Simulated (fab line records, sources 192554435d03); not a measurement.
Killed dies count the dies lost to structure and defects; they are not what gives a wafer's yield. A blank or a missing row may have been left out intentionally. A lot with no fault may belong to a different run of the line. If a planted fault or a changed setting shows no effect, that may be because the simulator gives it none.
Which tool was responsible? -- flow n5_finfet -- 9 lots with 27 wafers sampled at 3 steps, on a route of 1938 steps

## WHAT THE GAUGES SHOWED, per wafer
N5_BEOL_M4_RC_MEAS_101.
lot,measured,on,IOFF_N_LONG (nA/um)
L412,day 8 00:55,prober-02,5.37e-05 5.28e-05 5.35e-05
L416,day 9 19:13,prober-01,5.26e-05 5.29e-05 5.4e-05
L418,day 10 03:46,prober-01,5.22e-05 5.08e-05 5.21e-05
L419,day 9 23:51,prober-02,4.9e-05 4.76e-05 4.93e-05
L426,day 11 22:24,prober-01,7.05e-05 6.92e-05 7.23e-05
L427,day 12 02:56,prober-02,6.55e-05 7.02e-05 6.86e-05
L431,day 13 02:10,prober-02,5.49e-05 5.47e-05 5.49e-05
L432,day 13 18:15,prober-01,5.53e-05 5.85e-05 5.66e-05
L433,day 13 18:21,prober-02,5.62e-05 5.77e-05 5.61e-05

## WHICH TOOL RAN EACH LOT (tool, then ch and the chambers of the sampled wafers, then the start)
lot,N5_WELL_APT_DESCUM_13,N5_WELL_APT_RTA_34
L412,"rie_diel-06 ch 1,2,3, day 2 01:59","rtp_anneal-02 ch 0, day 2 04:12"
L416,"rie_diel-01 ch 0,1,3, day 3 03:10","rtp_anneal-02 ch 0, day 3 05:43"
L418,"rie_diel-04 ch 1,2,3, day 3 14:52","rtp_anneal-02 ch 0, day 3 17:44"
L419,"rie_diel-06 ch 0,2, day 3 19:47","rtp_anneal-02 ch 0, day 3 22:05"
L426,"rie_diel-06 ch 0,3, day 5 13:56","rtp_anneal-02 ch 0, day 5 15:52"
L427,"rie_diel-04 ch 0,1, day 5 19:51","rtp_anneal-02 ch 0, day 5 22:07"
L431,"rie_diel-06 ch 0,2, day 6 19:47","rtp_anneal-01 ch 0, day 6 21:41"
L432,"rie_diel-06 ch 0,1,3, day 7 03:06","rtp_anneal-01 ch 0, day 7 05:00"
L433,"rie_diel-01 ch 0,3, day 7 07:48","rtp_anneal-01 ch 0, day 7 09:56"
- N5_WELL_APT_DESCUM_13: chemistry O2, time 7.9 s.
- N5_WELL_APT_RTA_34: time 10 s.

## THE ANSWER, worked out from the rows above alone
Rule: usual is defined by the lots themselves. The widest of any qualifying gaps counts: lots, ordered by their means at a reading, are off when they make up no more than a third of the lots, leave a main group of 4 or more, and stand apart from it by 3 or more times the standard deviation of that group's means. A main group whose means are all the same, to the digits that the tables above print for the reading, isn't used. Also off: a lot with no number at a reading for which 4 or more lots have one. The other lots that the step has rows for count as sound.
Off: L426, L427, seen at N5_BEOL_M4_RC_MEAS_101 (IOFF_N_LONG). The main group has a mean of 5.4e-05 nA/um with a standard deviation of 2.7e-06.
A tool fits if, at a process step before that reading, it ran every lot that is off, and no sound lot after the first of them. The gauges at N5_BEOL_M4_RC_MEAS_101 are tried like those tools. One fits: N5_WELL_APT_RTA_34 on rtp_anneal-02. A fault onset in the window from L419 (day 3 22:05, its last sound lot) to L426 (day 5 15:52, its first lot off) fits.

## WHAT WAS PUT IN BY THE SIMULATOR
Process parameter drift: rtp_anneal-02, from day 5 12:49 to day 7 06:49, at N5_WELL_APT_RTA_34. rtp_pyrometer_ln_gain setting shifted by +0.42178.
Lots struck among those shown: L426, L427. The rule above reached the same finding.
